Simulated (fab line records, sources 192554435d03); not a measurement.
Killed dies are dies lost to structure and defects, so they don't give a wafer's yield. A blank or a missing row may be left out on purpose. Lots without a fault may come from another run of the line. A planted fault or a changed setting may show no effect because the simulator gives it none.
Problem report in the 8D (eight disciplines) form, filled by code | flow n5_finfet | the parts of the form that need people (team, actions taken, sign-off) are left out

1. THE PROBLEM
CJ_N at N5_BEOL_M4_RC_MEAS_101 reads a mean of 3.32 on 6 wafers of 2 lots; wafers without a fault read 4.34 with a standard deviation of 0.069. That is -15 standard deviations from the usual mean.
First seen on wafer L827.1, day 11 10:32, on prober-01. The record holds 27 wafers of 9 lots with a number at this step. Rule for "out", or "out of limits": more than 4 standard deviations from the usual mean. The other wafers with a number count as sound.

2. WHAT IT IS AND WHAT IT IS NOT
question                    | is                     | is not
which readings at this step | CJ_N                   | DIBL_N, DIBL_P, IOFF_P, ION_P, SS_N, SS_P
which lots                  | L827, L832             | L813, L815, L817, L818, L825, L826, L828
which wafers of those lots  | all that have a number | -
read on which gauges        | prober-01, prober-02   | -
when                        | from day 11 10:32      | up to then (12 sound wafers); but 9 sound wafers of L825, L826, L828 came after

3. SUSPECTS, AND WHAT RULES EACH OUT
Counting: a tool at a process step up to the reading stays a suspect if it ran every lot that is out and no sound lot after the first of them.
- the gauge at N5_BEOL_M4_RC_MEAS_101: ruled out. The wafers that are out were read on 2 gauges (prober-01, prober-02).
- implanter-02 at N5_WELL_APT_IMPLANT_32: kept. It ran every lot that is out, first L827 (day 5 09:15), and no sound lot after that; its last sound lot up to then is L825 (day 4 21:07). Its own readings are out on those wafers: dose_ions_cm2, faraday_current_uA.
Left after counting: implanter-02 at N5_WELL_APT_IMPLANT_32.

4. THE CAUSE (what the simulator had put in)
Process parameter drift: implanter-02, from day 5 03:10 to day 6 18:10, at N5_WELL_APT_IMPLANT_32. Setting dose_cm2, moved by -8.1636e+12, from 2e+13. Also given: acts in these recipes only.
Counting left only this tool.

5. THE CHAIN OF EFFECTS, in route order
Each row: a reading whose mean over the struck wafers that have a number lies more than 3 standard deviations from the usual. Only readings for which the record gives a usual standard deviation are gone through. hours: the time from each lot's start at the first step in this table that gives one to its start at this step, as a median over the lots. sigmas: the change in usual standard deviations.
hours | step                   | reading            | usual       | on struck wafers | change      | sigmas
0     | N5_WELL_APT_IMPLANT_32 | dose_ions_cm2      | 1.9998e+13  | 1.1849e+13       | -8.1488e+12 | -99 or more
0     | N5_WELL_APT_IMPLANT_32 | faraday_current_uA | 254         | 149              | -105        | -24
146   | N5_BEOL_M4_RC_MEAS_101 | CJ_N               | 4.34        | 3.32             | -1.02       | -15
146   | N5_BEOL_M4_RC_MEAS_101 | RS_PWELL           | 3013 ohm/sq | 3093             | +80         | +3.5
The process steps in it:
- N5_WELL_APT_IMPLANT_32

6. WHAT WOULD HAVE CAUGHT IT SOONER
In this record the first reading out of limits at a measuring or inspecting step was taken at day 11 10:32, 151 hours after the fault began at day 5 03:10.
The tool's own readings at N5_WELL_APT_IMPLANT_32 were out on every struck wafer that the step has a row for (dose_ions_cm2, faraday_current_uA): an alarm limit on them would have fired on the first of those.
All the lots that are out (2) had begun N5_WELL_APT_IMPLANT_32 on implanter-02 by day 11 10:32. A hold on the tool at that time would have spared none of them.
